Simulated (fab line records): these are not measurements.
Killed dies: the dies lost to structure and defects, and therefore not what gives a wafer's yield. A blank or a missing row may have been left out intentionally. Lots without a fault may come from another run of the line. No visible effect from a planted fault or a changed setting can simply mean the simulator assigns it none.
fab line records ; flow n5-finfet
record: lots: 4; wafers: 12; last-day: 16
route steps=1938 shown BEOL_M0_SAQP@657 BEOL_M0@715 BEOL_M4@1111 PASSIVATION@1936
lots that met no fault: from a run of the same line without faults
start-h: hours from the record's opening day to when the first of the lot's shown wafers began ; wait-h: hours from the lot's prior step to this one ; " same as the row above ; L1.1+2: several wafers, shown together as one row ; - no value, or no start was given ; * or withheld: withheld ; < > ~ a bound
route shown NAME@n: a module of which the file shows steps, and the number in the route of the first ; usual: mean/standard deviation of fault-free wafers ; same: alike in all rows ; chamber/n: place in a boat ; sites: each site's reading ; _std_site: the standard deviation of these ; _edge_site: mean of outer sites minus mean of inner sites ; radius-mm: how far each site lies from the wafer's centre ; mask NAME#n: copy n ; behind: tool/chamber where the wafer was last shaped ; hold: the reason the lot was held/the length of the hold in hours/how it ended ; device: names the non-switching transistor (n, p or np) ; end of line: the route-end tests of the same wafers ; a step without rows: its recipe alone ; killed: at the first sort, the dies lost to defects and structure; wafer yield is something else ; map: dies across one wafer; x = killed, . = not, _ = none there
set.NAME: setting as actually run; set.NAME@STEP: the setting as run at that earlier step ; model.NAME: the simulator's own value behind a step, which no gauge read
lots at selected steps of the route; one table per step, one row per wafer
services: the hour from which a tool's chamber was out of use, counted from the record's first day as start-h (under 0 if before that day), plus the number of hours and why
== steps ==
step: N5_BEOL_M0_SAQP_STRIP_113
recipe: chemistry: CHF3/O2; resist: SiARC; rf-frequency-hz: 6e+07
step: N5_BEOL_M0_SAQP_MANDREL_ETCH_20
recipe: target-depth-a: 600; chemistry: HBr/Cl2; target: a-Si; stop-on: SiNx; bt-time-s: 10; mask-material: SOC; over-etch-frac: 0.5; time-s: 30; pressure-mtorr: 10; icp-w: 800; bias-w: 75; HBr_flow_sccm: 150; Cl2_flow_sccm: 80; ends: end-point
step: N5_BEOL_M0_SAQP_STRIP_86
recipe: chemistry: N2/H2; power-w: 500; temp-c: 40; pressure-mtorr: 50; rf-frequency-hz: 6e+07; overash-fraction: 0.3; bias-power-w: 28; h2-frac: 0.5; n2-flow-sccm: 300; h2-flow-sccm: 300
step: N5_BEOL_M0_SAQP_STRIP_115
recipe: chemistry: post-etch-residue-remover; time-s: 60; temp-c: 25; remover-ph: withheld; remover-water-wt-pct: withheld; remover-fluoride-wt-pct: withheld
step: N5_BEOL_M0_SAQP_SRD_93
recipe: dry: ipa-marangoni; time-s: 30; temp-c: 23; rinse-liquid: diw
step: N5_BEOL_M0_SAQP_RECESS_114
recipe: chemistry: HF/NH3; target: SiO2; target-depth-a: 144; afs-cycles: 3; temp-c: 30; sublimation-temp-c: 180; sublimation-time-s: 60
step: N5_BEOL_M0_SAQP_SPACER1_ALD_98
recipe: material: SiO2; target-thk-a: 128; temp-c: 300; ald-precursor-family: BDEAS; ald-co-reactant: O2-plasma; pulse-time-s: 1; purge-time-s: 2; co-reactant-purge-time-s: 2; ald-cycles: 138; pressure-torr: 2
step: N5_BEOL_M0_SAQP_SPACER1_ETCHBACK_99
recipe: chemistry: CHF3/O2; mode: anisotropic-etchback; target: SiO2; target-depth-a: 154; time-s: 7.7; pressure-mtorr: 30; source-w: 650; bias-w: 170; Ar_flow_sccm: 200; CHF3_flow_sccm: 50; O2_flow_sccm: 5; ion-energy-ev: 200
step: N5_BEOL_M0_SAQP_MANDREL1_REMOVE_100
recipe: chemistry: HBr/Cl2/O2; bt-time-s: 10; target: a-Si; stop-on: SiNx; endpoint: OES-SiCl; over-etch-frac: 0.85; icp-w: 600; bias-w: 30; HBr_flow_sccm: 150; Cl2_flow_sccm: 80; O2_flow_sccm: 5; pressure-mtorr: 10
step: N5_BEOL_M0_SAQP_ETCH_101
recipe: chemistry: CH3F/O2; target: SiNx; mask-material: SiO2; target-depth-a: 299; time-s: 42.7; pressure-mtorr: 30; source-w: 395; bias-w: 73; Ar_flow_sccm: 150; CH3F_flow_sccm: 30; O2_flow_sccm: 20; ion-energy-ev: 120
step: N5_BEOL_M0_SAQP_ETCH_102
recipe: chemistry: CF4; target: SiO2; target-depth-a: 40; ion-energy-ev: 350; time-s: 4.4; pressure-mtorr: 10; icp-w: 800; bias-w: 400; cf4-flow-sccm: 80
step: N5_BEOL_M0_SAQP_MANDREL_ETCH_103
recipe: chemistry: HBr/Cl2; target: a-Si; target-depth-a: 450; bt-time-s: 10; stop-on: SiCN; mask-material: SiO2; over-etch-frac: 0.8; time-s: 27; pressure-mtorr: 10; icp-w: 800; bias-w: 75; HBr_flow_sccm: 150; Cl2_flow_sccm: 80; ends: end-point
usual: chamber-pressure-mTorr: 10.000/0.0095; drypump-motor-current-A: 5.8/0.48; oes-product-au: 0.683/0.013; rf-fwd-power-W: 794.5/2.5; throttle-valve-pct: 35.4/0.43
lot.wafer;tool;chamber;start-h;wait-h;chamber-pressure-mTorr;drypump-motor-current-A;oes-product-au;rf-fwd-power-W;rf-hours-counter-h;throttle-valve-pct;model.SiCN_of_BEOL_M0_SAQP_PECVD_03.thk-nm
L686.1;rie-si-04;0;123.15;0.0;10.001;5.5;0.678;794.1;78;35.4;8.8
L686.4;rie-si-04;1;123.15;0.0;9.995;6.3;0.681;793.3;155;36.2;8.8
L686.5;rie-si-04;0;123.15;0.0;10.003;5.5;0.684;793.5;-;35.3;9
L691.1;rie-si-04;3;152.32;0.0;9.985;6.5;0.692;796.4;62;35.8;8.8
L691.4;rie-si-04;0;152.32;0.0;10.017;5.6;0.695;794.8;79;35.3;6.6
L691.5;rie-si-04;3;152.32;0.0;9.994;6.5;0.686;798.0;-;35.8;9.2
L693.1;rie-si-04;1;163.69;0.0;10.007;6.3;0.682;794.3;156;36.2;8.4
L693.5;rie-si-04;1;163.69;0.0;10.003;6.3;0.677;793.8;-;36.2;8.8
L693.6;rie-si-04;0;163.69;0.0;10.003;5.5;0.697;794.7;-;35.3;6.6
L702.1;rie-si-03;1;220.73;0.0;9.991;5.9;0.696;793.8;140;34.9;8.4
L702.2;rie-si-03;0;220.73;0.0;9.987;5.5;0.662;795.0;2;35.8;8.4
L702.3;rie-si-03;2;220.73;0.0;10.009;5.8;0.672;797.7;177;35.4;8.6
step: N5_BEOL_M0_SAQP_RECESS_104
recipe: chemistry: HF/NH3; target: SiO2; target-depth-a: 180; afs-cycles: 3; temp-c: 30; sublimation-temp-c: 180; sublimation-time-s: 60
step: N5_BEOL_M0_SAQP_COAT_105
recipe: resist: SOC; temp-c: 250; time-s: 60; spin-rpm: 1500; resist-thk-nm: 100
step: N5_BEOL_M0_SAQP_ETCH_106
recipe: chemistry: N2/H2; target: SOC; target-depth-a: 1500; stop-on: SiNx; ion-energy-ev: 100; bias-w: 61; pressure-mtorr: 30; source-w: 850; n2-flow-sccm: 200; h2-flow-sccm: 200
step: N5_BEOL_M0_SAQP_ETCH_107
recipe: chemistry: CH3F/O2; target: SiNx; target-depth-a: 300; mask-material: SOC; pressure-mtorr: 30; source-w: 395; bias-w: 73; Ar_flow_sccm: 150; CH3F_flow_sccm: 30; O2_flow_sccm: 20; ion-energy-ev: 120
step: N5_BEOL_M0_SAQP_STRIP_108
recipe: chemistry: N2/H2; power-w: 500; temp-c: 40; pressure-mtorr: 50; rf-frequency-hz: 6e+07; overash-fraction: 0.3; bias-power-w: 28; h2-frac: 0.5; n2-flow-sccm: 300; h2-flow-sccm: 300
step: N5_BEOL_M0_SAQP_RECESS_109
recipe: chemistry: HF/NH3; target: SiO2; target-depth-a: 30; afs-cycles: 1; temp-c: 30; sublimation-temp-c: 180; sublimation-time-s: 60
usual: drypump-motor-current-A: 5.53/0.27
lot.wafer;tool;chamber;start-h;wait-h;drypump-motor-current-A;model.SiCN_of_BEOL_M0_SAQP_PECVD_03.thk-nm
L686.1;vapor-etch-01;1;123.86;0.0;5.10;8.4
L686.4;vapor-etch-01;0;123.86;0.0;5.55;8.4
L686.5;vapor-etch-01;1;123.86;0.0;5.08;8.8
L691.1;vapor-etch-01;1;153.01;0.0;5.08;8.4
L691.4;vapor-etch-01;1;153.01;0.0;5.12;6.2
L691.5;vapor-etch-01;0;153.01;0.0;5.51;8.8
L693.1;vapor-etch-02;1;164.38;0.0;5.65;8
L693.5;vapor-etch-02;1;164.38;0.0;5.64;8.4
L693.6;vapor-etch-02;0;164.38;0.0;5.86;6.4
L702.1;vapor-etch-02;0;222.74;0.1;5.83;8
L702.2;vapor-etch-02;1;222.74;0.1;5.64;8.2
L702.3;vapor-etch-02;1;222.74;0.1;5.61;8.4
step: N5_BEOL_M0_SAQP_SPACER2_ALD_26
recipe: material: SiO2; target-thk-a: 150; temp-c: 300; ald-precursor-family: BDEAS; ald-co-reactant: O2-plasma; pulse-time-s: 1; purge-time-s: 2; co-reactant-purge-time-s: 2; pressure-torr: 2
step: N5_BEOL_M0_SAQP_SPACER2_ETCHBACK_27
recipe: chemistry: CHF3/O2; mode: anisotropic-etchback; target: SiO2; target-depth-a: 225; time-s: 11.25; pressure-mtorr: 30; source-w: 650; bias-w: 170; Ar_flow_sccm: 200; CHF3_flow_sccm: 50; O2_flow_sccm: 5; ion-energy-ev: 200
step: N5_BEOL_M0_SAQP_MANDREL2_REMOVE_110
recipe: chemistry: HBr/Cl2/O2; bt-time-s: 10; target: a-Si; stop-on: SiCN; endpoint: OES-SiCl; over-etch-frac: 1; icp-w: 600; bias-w: 30; HBr_flow_sccm: 150; Cl2_flow_sccm: 80; O2_flow_sccm: 5; pressure-mtorr: 10
step: N5_BEOL_M0_SAQP_COAT_69
recipe: resist: SOC; temp-c: 250; time-s: 60; spin-rpm: 1500; resist-thk-nm: 90
step: N5_BEOL_M0_SAQP_COAT_72
recipe: resist: SiARC; temp-c: 220; time-s: 60; spin-rpm: 1500; resist-thk-nm: 15
step: N5_BEOL_M0_SAQP_COAT_87
recipe: resist: underlayer; temp-c: 205; time-s: 60; spin-rpm: 1500; resist-thk-nm: 5
step: N5_BEOL_M0_SAQP_COAT_34
recipe: resist: CAR-EUV; spin-rpm: 1500; resist-thk-nm: 30
step: N5_BEOL_M0_SAQP_EBR_36
recipe: solvent: PGMEA; ebr-width-mm: 1.5
step: N5_BEOL_M0_SAQP_SOFTBAKE_35
recipe: temp-c: 110; time-s: 60; resist: CAR-EUV
step: N5_BEOL_M0_SAQP_EXPOSE_37
recipe: mask-id: M0_CUT1; na: 0.33; source-shape: annular; sigma-inner: 0.35; sigma-outer: 0.8; polarization: unpolarized; target-cd-nm: 30; dose-mj: 44.75
step: N5_BEOL_M0_SAQP_PEB_38
recipe: peb-temp-c: 100; peb-time-s: 60; resist: CAR-EUV
step: N5_BEOL_M0_SAQP_DEVELOP_39
recipe: develop-time-s: 30; developer: TMAH; resist: CAR-EUV; rinse-liquid: surfactant-rinse; dry: air-spin; dev-temp-c: 23
step: N5_BEOL_M0_SAQP_DESCUM_45
recipe: chemistry: O2; time-s: 7; source-power-w: 50; bias-power-w: 20; pressure-mtorr: 20; rf-frequency-hz: 2.712e+07; temp-c: 40; resist: CAR-EUV; o2-flow-sccm: 225
step: N5_BEOL_M0_SAQP_ETCH_88
recipe: chemistry: N2/H2; target: underlayer; target-depth-a: 65; time-s: 5.2; ion-energy-ev: 200; mask-material: CAR-EUV; pressure-mtorr: 30; source-w: 840; bias-w: 150; n2-flow-sccm: 200; h2-flow-sccm: 200; ends: cleared
step: N5_BEOL_M0_SAQP_ETCH_73
recipe: chemistry: CF4; target: SiARC; target-depth-a: 195; mask-material: CAR-EUV; time-s: 32.5; ion-energy-ev: 80; pressure-mtorr: 40; source-w: 545; bias-w: 36; Ar_flow_sccm: 100; cf4-flow-sccm: 100; ends: cleared
step: N5_BEOL_M0_SAQP_CUT_ETCH_46
recipe: chemistry: N2/H2; target: SOC; target-depth-a: 1350; overetch-a: 270; temp-c: 40; time-s: 202.5; ion-energy-ev: 200; mask-material: SiARC; pressure-mtorr: 30; source-w: 840; bias-w: 150; n2-flow-sccm: 200; h2-flow-sccm: 200
step: N5_BEOL_M0_SAQP_STRIP_74
recipe: chemistry: N2/H2; temp-c: 40; n2-flow-sccm: 200; h2-flow-sccm: 200; rf-frequency-hz: 6e+07
step: N5_BEOL_M0_SAQP_STRIP_89
recipe: chemistry: N2/H2; temp-c: 40; n2-flow-sccm: 200; h2-flow-sccm: 200; rf-frequency-hz: 6e+07
step: N5_BEOL_M0_SAQP_ALD_48
recipe: material: SiO2; target-thk-a: 200; temp-c: 100; ald-precursor-family: BDEAS; ald-co-reactant: O2-plasma; pulse-time-s: 1; co-reactant-pulse-time-s: 1; purge-time-s: 2; co-reactant-purge-time-s: 2; ald-cycles: 139; pressure-torr: 2
step: N5_BEOL_M0_ETCH_138
recipe: chemistry: CH3F/O2; target-depth-a: 120; target: SiCN; time-s: 31.6; ion-energy-ev: 120; pressure-mtorr: 30; source-w: 395; bias-w: 75; Ar_flow_sccm: 150; CH3F_flow_sccm: 30; O2_flow_sccm: 20; ends: cleared
usual: chamber-pressure-mTorr: 29.996/0.024; drypump-motor-current-A: 5.7/0.4; etch-rf-on-time-s: 29.3/1.1; oes-product-au: 0.67/0.083; rf-fwd-power-W: 386.8/2; rf-vpp-V: 297.8/1.6; showerhead-plenum-p-Torr: 2.03/0.076; throttle-valve-pct: 16.37/0.28
lot.wafer;tool;chamber;start-h;wait-h;chamber-pressure-mTorr;drypump-motor-current-A;etch-rf-on-time-s;oes-product-au;rf-fwd-power-W;rf-hours-counter-h;rf-vpp-V;showerhead-plenum-p-Torr;throttle-valve-pct;model.etch.depth-nm;model.SiO2_of_BEOL_M0_SAQP_SPACER2_ALD_26.thk-nm
L686.1;rie-diel-04;0;127.10;0.0;30.030;5.7;29.0;0.62;385.0;192;295.2;1.92;16.64;8.426;5.2
L686.4;rie-diel-04;3;127.10;0.0;30.035;6.4;29.7;0.80;388.3;2;299.5;2.15;16.20;8.398;5.2
L686.5;rie-diel-04;2;127.10;0.0;29.980;5.9;30.7;0.59;384.9;-;299.0;2.07;16.39;8.707;5
L691.1;rie-diel-04;3;156.26;0.0;30.018;6.4;29.8;0.76;388.2;13;301.0;2.14;16.21;8.381;5.2
L691.4;rie-diel-04;2;156.26;0.0;30.016;5.9;21.9;0.58;384.4;241;298.0;2.07;16.41;6.194;5.8
L691.5;rie-diel-04;3;156.26;0.0;29.982;6.4;31.1;0.77;388.7;-;299.6;2.15;16.23;8.786;5.4
L693.1;rie-diel-04;0;168.37;0.0;29.984;5.7;28.0;0.62;383.9;208;294.9;1.91;16.67;8.088;5.4
L693.5;rie-diel-04;0;168.37;0.0;30.001;5.7;29.2;0.61;385.0;-;294.7;1.91;16.67;8.481;5.2
L693.6;rie-diel-04;3;168.37;0.0;30.018;6.4;22.4;0.76;385.5;-;298.4;2.14;16.23;6.351;5.8
L702.1;rie-diel-03;3;226.90;0.0;29.957;5.8;27.0;0.60;387.0;215;296.0;1.97;16.49;7.992;5
L702.2;rie-diel-03;1;226.90;0.0;29.988;5.2;28.1;0.72;386.1;44;299.2;2.04;16.09;8.15;5.4
L702.3;rie-diel-03;2;226.90;0.0;30.010;4.7;27.7;0.81;386.7;6;296.5;2.04;15.86;8.305;5
step: N5_BEOL_M0_HM_OPEN_105
recipe: chemistry: Cl2/BCl3; target-depth-a: 120; target: TiN; ion-energy-ev: 150; pressure-mtorr: 10; icp-w: 1000; bias-w: 126; Cl2_flow_sccm: 53.25; bcl3-flow-sccm: 21.75; Ar_flow_sccm: 25
usual: bcl3-flow-sccm: 21.74/0.053; chamber-pressure-mTorr: 10.001/0.0091; drypump-motor-current-A: 5.7/0.49; oes-product-au: 0.74/0.14; rf-fwd-power-W: 995/3.2; throttle-valve-pct: 21.82/0.21
lot.wafer;tool;chamber;start-h;wait-h;bcl3-flow-sccm;chamber-pressure-mTorr;drypump-motor-current-A;oes-product-au;rf-fwd-power-W;rf-hours-counter-h;throttle-valve-pct;model.SiO2_of_BEOL_M0_SAQP_SPACER2_ALD_26.thk-nm
L686.1;rie-metal-01;0;131.07;3.9;21.81;10.000;4.9;0.88;997;13;21.57;2.8
L686.4;rie-metal-01;0;131.07;3.9;21.70;9.997;4.9;0.87;992;-;21.56;3
L686.5;rie-metal-01;0;131.07;3.9;21.71;10.016;4.9;0.87;992;-;21.55;2.6
L691.1;rie-metal-01;1;160.08;3.8;21.74;10.002;6.4;1.02;999;0;21.54;2.8
L691.4;rie-metal-01;1;160.08;3.8;21.79;10.005;6.4;1.03;996;-;21.54;3.2
L691.5;rie-metal-01;0;160.08;3.8;21.71;9.987;4.9;0.84;997;-;21.59;3
L693.1;rie-metal-02;1;168.50;0.1;21.74;10.010;5.4;0.62;993;126;21.81;3
L693.5;rie-metal-02;0;168.50;0.1;21.69;9.987;5.6;0.65;995;-;21.93;2.8
L693.6;rie-metal-02;1;168.50;0.1;21.67;10.012;5.4;0.61;993;-;21.81;3.4
L702.1;rie-metal-01;0;230.97;4.0;21.72;9.991;4.9;0.81;988;24;21.61;2.8
L702.2;rie-metal-01;1;230.97;4.0;21.75;10.004;6.4;0.95;994;7;21.58;2.8
L702.3;rie-metal-01;0;230.97;4.0;21.72;10.010;4.9;0.82;990;-;21.61;2.8
step: N5_BEOL_M0_ETCH_128
recipe: chemistry: CF4/N2; target-depth-a: 120; overetch-a: 51; target: SiCN; time-s: 21.4; ion-energy-ev: 150; pressure-mtorr: 40; source-w: 430; bias-w: 70; Ar_flow_sccm: 100; cf4-flow-sccm: 60; n2-flow-sccm: 60
usual: chamber-pressure-mTorr: 40.00/0.037; drypump-motor-current-A: 5.7/0.4; oes-product-au: 0.54/0.067; rf-fwd-power-W: 425.9/2; rf-vpp-V: 382.9/2.4; showerhead-plenum-p-Torr: 2.23/0.086; throttle-valve-pct: 15.46/0.27
lot.wafer;tool;chamber;start-h;wait-h;chamber-pressure-mTorr;drypump-motor-current-A;oes-product-au;rf-fwd-power-W;rf-hours-counter-h;rf-vpp-V;showerhead-plenum-p-Torr;throttle-valve-pct;model.etch.depth-nm
L686.1;rie-diel-04;0;131.53;0.0;39.90;5.7;0.51;425.9;193;381.6;2.10;15.70;8.426
L686.4;rie-diel-04;2;131.53;0.0;39.98;5.9;0.48;426.7;234;383.4;2.28;15.54;8.398
L686.5;rie-diel-04;2;131.53;0.0;39.98;5.9;0.48;426.5;-;383.7;2.28;15.53;8.707
L691.1;rie-diel-04;3;160.49;0.1;40.07;6.4;0.62;427.5;14;385.7;2.34;15.26;8.381
L691.4;rie-diel-04;3;160.49;0.1;40.01;6.4;0.74;427.6;-;386.8;2.34;15.26;12
L691.5;rie-diel-04;0;160.49;0.1;40.01;5.7;0.51;424.8;-;381.6;2.10;15.74;8.786
L693.1;rie-diel-05;0;168.82;0.0;39.97;5.7;0.49;426.4;172;383.8;2.29;15.88;8.088
L693.5;rie-diel-05;2;168.82;0.0;40.02;5.8;0.58;426.8;-;382.8;2.24;15.12;8.481
L693.6;rie-diel-05;3;168.82;0.0;40.02;5.5;0.60;423.5;-;379.5;2.10;15.48;12
L702.1;rie-diel-04;1;231.29;0.0;40.05;5.6;0.61;426.7;17;387.0;2.33;15.18;7.992
L702.2;rie-diel-04;0;231.29;0.0;40.02;5.7;0.48;423.7;235;378.0;2.09;15.78;8.15
L702.3;rie-diel-04;3;231.29;0.0;39.99;6.4;0.58;429.1;38;386.1;2.34;15.30;8.305
step: N5_BEOL_M4_RC_MEAS_101
usual: DIBL_N: 37.2/2.3; DIBL_P: 37.5/2.9; IOFF_N: 0.19/0.053; IOFF_P: 0.23/0.059; ION_N: 679/16; ION_P: 462/10; SS_N: 71.9/0.78; SS_P: 73.7/0.88; VT_N: 248/4.6; VT_P: -250/4.5
lot.wafer;tool;chamber;start-h;wait-h;DIBL_N[mV/V];DIBL_P[mV/V];IOFF_N[nA/um];IOFF_P[nA/um];ION_N[uA/um];ION_P[uA/um];SS_N[mV/dec];SS_P[mV/dec];VT_N[mV];VT_P[mV]
L686.1;prober-01;0;187.45;0.0;36.9;37.3;0.18;0.24;676;469;71.9;73.9;250;-246
L686.4;prober-01;0;187.45;0.0;38.9;40.6;0.25;0.32;702;476;71.4;74.9;240;-242
L686.5;prober-01;0;187.45;0.0;36.7;38.0;0.19;0.26;681;466;71.1;73.9;248;-247
L691.1;prober-02;0;208.99;0.0;38.7;39.4;0.19;0.26;655;455;72.3;74.7;247;-249
L691.4;prober-02;0;208.99;0.0;35.4;35.5;0.16;0.19;686;467;71.3;73.4;246;-250
L691.5;prober-02;0;208.99;0.0;36.3;36.2;0.16;0.20;675;461;71.1;73.1;246;-251
L693.1;prober-02;0;224.45;0.0;40.7;40.3;0.22;0.26;680;455;72.5;74.9;246;-250
L693.5;prober-02;0;224.45;0.0;40.3;39.3;0.20;0.23;679;458;72.4;74.8;251;-252
L693.6;prober-02;0;224.45;0.0;36.1;34.8;0.14;0.18;662;452;70.6;73.2;254;-252
L702.1;prober-02;0;278.49;0.0;35.0;37.0;0.16;0.19;685;469;71.2;72.8;249;-255
L702.2;prober-02;0;278.49;0.0;36.7;37.8;0.18;0.20;675;455;71.8;73.0;249;-251
L702.3;prober-02;0;278.49;0.0;35.8;37.9;0.17;0.20;676;462;70.7;73.7;251;-255
step: N5_PASSIVATION_PROBE_49
usual: defect-limited-yield: 91.4/1.5; killed_at_M0_to_M3: 34/9.7; killed_at_M4_up: 14/5.7; killed-at-contacts: 12/5.9; killed-at-front-end: 37/10; killed-at-other: 5/4.7; killed-dies: 102/18; killed-open: 65/12; killed-short: 34/8.8; sort_bin_4_leakage: 0.03/0.14; sort_bin_5_function: 5.0/0.96; sort_bin_6_memory: 3.3/0.7; sort_bin_8_speed: 0.03/0.19; sort-n-pass: 1077/18
same: gross-dies: 1180; killed-at-back-side: 0
lot.wafer;tool;chamber;start-h;wait-h;defect-limited-yield[%];killed_at_M0_to_M3;killed_at_M4_up;killed-at-contacts;killed-at-front-end;killed-at-other;killed-dies;killed-open;killed-short;sort_bin_4_leakage[%];sort_bin_5_function[%];sort_bin_6_memory[%];sort_bin_8_speed[%];sort-n-pass
L686.1;prober-02;-;289.56;0.0;93.3;27;13;17;22;0;79;61;18;0;4.2;2.4;0;1101
L686.4;prober-02;-;289.71;0.2;94.7;28;8;8;19;0;63;41;20;0.08;3.1;2.0;0;1116
L686.5;prober-02;-;289.76;0.2;93.6;23;12;13;27;1;76;55;18;0;3.4;2.9;0;1104
L691.1;prober-02;-;308.56;0.0;90.6;43;13;8;40;7;111;68;42;0;5.7;3.3;0;1069
L691.4;prober-02;-;308.71;0.2;91.3;37;10;10;44;2;103;67;36;0;5.4;3.2;0;1077
L691.5;prober-02;-;308.76;0.2;88.8;45;18;17;50;2;132;86;42;0;5.8;4.9;0;1048
L693.1;prober-02;-;335.19;0.0;88.4;43;18;6;57;13;137;88;48;0;7.4;4.0;0;1043
L693.5;prober-02;-;335.39;0.2;90.2;34;20;13;36;13;116;63;51;0;6.2;3.2;0;1064
L693.6;prober-02;-;335.44;0.3;91.7;22;9;9;54;4;98;72;24;0;5.3;2.8;0;1082
L702.1;prober-01;-;376.24;0.0;90.8;43;6;24;32;4;109;66;40;0;4.5;4.0;0;1071
L702.2;prober-01;-;376.29;0.1;91.1;27;13;23;39;3;105;56;40;0;4.5;3.6;0.42;1075
L702.3;prober-01;-;376.34;0.1;91.7;23;10;15;43;7;98;63;33;0;5.2;2.7;0;1082
killed by level:class
L686.1 MOL_CONTACT_COAG:geometric-particle:open=12 BEOL_M0_SAQP:geometric-particle:open=10 BEOL_M0_SAQP:geometric-particle:short=7 BEOL_M4:geometric-particle:open=7 DUMMY_GATE:geometric-particle:open=5 MOL_CONTACT_COAG:geometric-particle:short=5 BEOL_M3:geometric-particle:open=5 STARTING-WAFER:geometric-particle:open=5
L686.4 FIN_SAQP:geometric-particle:open=9 BEOL_M2:geometric-particle:open=9 MOL_CONTACT_COAG:geometric-particle:open=8 BEOL_M3:geometric-particle:open=5 GATE_CUT:geometric-particle:short=4 BEOL_M0_SAQP:geometric-particle:open=3 BEOL_M0_SAQP:geometric-particle:short=2 BEOL_M1:geometric-particle:short=2
L686.5 MOL_CONTACT_COAG:geometric-particle:open=11 BEOL_M0_SAQP:geometric-particle:open=7 BEOL_M4:geometric-particle:open=6 STARTING-WAFER:geometric-particle:open=5 FIN_SAQP:geometric-particle:open=4 BEOL_M1:geometric-particle:open=4 STARTING-WAFER:geometric-particle:short=4 STI_FIN_REVEAL:geometric-particle:open=3
L691.1 BEOL_M0_SAQP:geometric-particle:short=13 BEOL_M0_SAQP:geometric-particle:open=12 STI_FIN_REVEAL:geometric-particle:open=11 FIN_SAQP:geometric-particle:open=6 MOL_CONTACT_COAG:geometric-particle:short=6 BEOL_M2:geometric-particle:open=6 STI_FIN_REVEAL:geometric-particle:short=5 BEOL_M7:geometric-particle:open=5
L691.4 STI_FIN_REVEAL:geometric-particle:open=24 BEOL_M0_SAQP:geometric-particle:short=11 BEOL_M0_SAQP:geometric-particle:open=11 MOL_CONTACT_COAG:geometric-particle:open=7 STI_FIN_REVEAL:geometric-particle:short=5 FIN_SAQP:geometric-particle:short=4 BEOL_M1:geometric-particle:open=4 BEOL_M2:geometric-particle:open=4
L691.5 MOL_CONTACT_COAG:geometric-particle:open=14 BEOL_M2:geometric-particle:open=12 FIN_SAQP:geometric-particle:short=11 BEOL_M0_SAQP:geometric-particle:open=8 FIN_SAQP:geometric-particle:open=7 BEOL_M5:geometric-particle:open=7 BEOL_M4:geometric-particle:open=6 BEOL_M0_SAQP:geometric-particle:short=5
L693.1 FIN_SAQP:geometric-particle:short=14 FIN_SAQP:geometric-particle:open=14 BEOL_M2:geometric-particle:open=13 BEOL_M4:geometric-particle:open=10 STI_FIN_REVEAL:geometric-particle:open=8 STI_FIN_REVEAL:geometric-particle:short=7 BEOL_M3:geometric-particle:open=7 BEOL_M0_SAQP:geometric-particle:open=6
L693.5 FIN_SAQP:geometric-particle:short=13 BEOL_M0_SAQP:geometric-particle:open=8 MOL_CONTACT_COAG:geometric-particle:open=8 FIN_SAQP:geometric-particle:open=7 BEOL_M2:geometric-particle:open=6 BEOL_M0_SAQP:geometric-particle:short=6 BEOL_M0:geometric-particle:short=6 BEOL_M4:geometric-particle:open=6
L693.6 FIN_SAQP:geometric-particle:open=19 STI_FIN_REVEAL:geometric-particle:open=17 MOL_CONTACT_COAG:geometric-particle:open=8 BEOL_M4:geometric-particle:open=7 FIN_SAQP:geometric-particle:short=6 BEOL_M1:geometric-particle:open=6 STI_FIN_REVEAL:geometric-particle:short=5 BEOL_M0:geometric-particle:open=4
L702.1 MOL_CONTACT_COAG:geometric-particle:open=17 BEOL_M2:geometric-particle:open=11 BEOL_M3:geometric-particle:short=10 STI_FIN_REVEAL:geometric-particle:open=9 MOL_CONTACT_COAG:geometric-particle:short=7 BEOL_M1:geometric-particle:open=7 BEOL_M2:geometric-particle:short=5 GATE_CUT:geometric-particle:short=4
L702.2 MOL_CONTACT_COAG:geometric-particle:open=15 GATE_CUT:geometric-particle:short=10 MOL_CONTACT_COAG:geometric-particle:short=8 BEOL_M2:geometric-particle:open=8 STI_FIN_REVEAL:geometric-particle:open=7 STI_FIN_REVEAL:geometric-particle:short=5 BEOL_M2:area-ecd=5 DUMMY_GATE:geometric-particle:open=4
L702.3 STI_FIN_REVEAL:geometric-particle:open=21 MOL_CONTACT_COAG:geometric-particle:open=13 BEOL_M0:geometric-particle:short=5 FIN_SAQP:geometric-particle:open=4 FIN_SAQP:geometric-particle:short=4 BEOL_M2:geometric-particle:short=4 BEOL_M0_SAQP:geometric-particle:short=3 BEOL_M0_SAQP:geometric-particle:open=3
== services ==
tool;chamber;start-h;hours;kind
rie-diel-04;3;102.86;-;clean
rie-diel-04;3;102.86;-;consumable-replace:focus-ring
rie-diel-04;3;102.86;-;consumable-replace:showerhead
rie-diel-04;3;102.86;18.0;scheduled-down
rie-diel-04;3;102.86;18.0;vent-cycle
rie-metal-01;1;124.09;-;clean
rie-diel-04;2;135.25;10.1;repair
rie-diel-04;-;138.03;2.8;pm
rie-diel-04;1;159.48;5.8;repair
rie-diel-04;1;165.39;-;clean
rie-diel-04;1;165.39;-;consumable-replace:focus-ring
rie-diel-04;1;165.39;-;consumable-replace:showerhead
rie-diel-04;1;165.39;25.7;scheduled-down
rie-diel-04;1;165.39;25.7;vent-cycle
rie-diel-05;2;191.10;5.3;repair
vapor-etch-02;-;207.23;0.4;repair
rie-diel-04;2;208.21;-;clean
rie-diel-04;2;208.21;-;consumable-replace:focus-ring
rie-diel-04;2;208.21;14.9;scheduled-down
rie-diel-04;2;208.21;14.9;vent-cycle
vapor-etch-02;-;217.05;0.5;repair
rie-diel-03;0;217.95;9.6;repair
vapor-etch-01;-;219.72;2.8;pm
vapor-etch-01;-;227.16;0.3;repair
== key ==
first-sign: step: N5_BEOL_M0_ETCH_138; reading: etch-rf-on-time-s; direction: down; sigmas: 6.4; usual: *; struck: *
effect none on later readings
model-effect: step: N5_BEOL_M0_SAQP_MANDREL_ETCH_103; value: SiCN_of_BEOL_M0_SAQP_PECVD_03.thk-nm; without: 8.9; struck: 6.6
model-effect: step: N5_BEOL_M0_SAQP_RECESS_109; value: SiCN_of_BEOL_M0_SAQP_PECVD_03.thk-nm; without: 8.5; struck: 6.3
model-effect: step: N5_BEOL_M0_ETCH_138; value: etch.depth-nm; without: 8.564; struck: 6.272
model-effect: step: N5_BEOL_M0_HM_OPEN_105; value: SiO2_of_BEOL_M0_SAQP_SPACER2_ALD_26.thk-nm; without: 2.8; struck: 3.3
model-effect: step: N5_BEOL_M0_ETCH_128; value: etch.depth-nm; without: 8.564; struck: 12
met-at N5_BEOL_M0_SAQP_MANDREL_ETCH_103
struck-wafers L691.4,L693.6
onset-between 123.15 152.32
fault: kind: process-parameter-drift; tool: rie-si-04; chamber: -; onset-h: 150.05; steps: N5_BEOL_M0_SAQP_MANDREL_ETCH_103; channel: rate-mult; offset: 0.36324; shape: step; end-h: 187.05; scope: struck-wafers-only
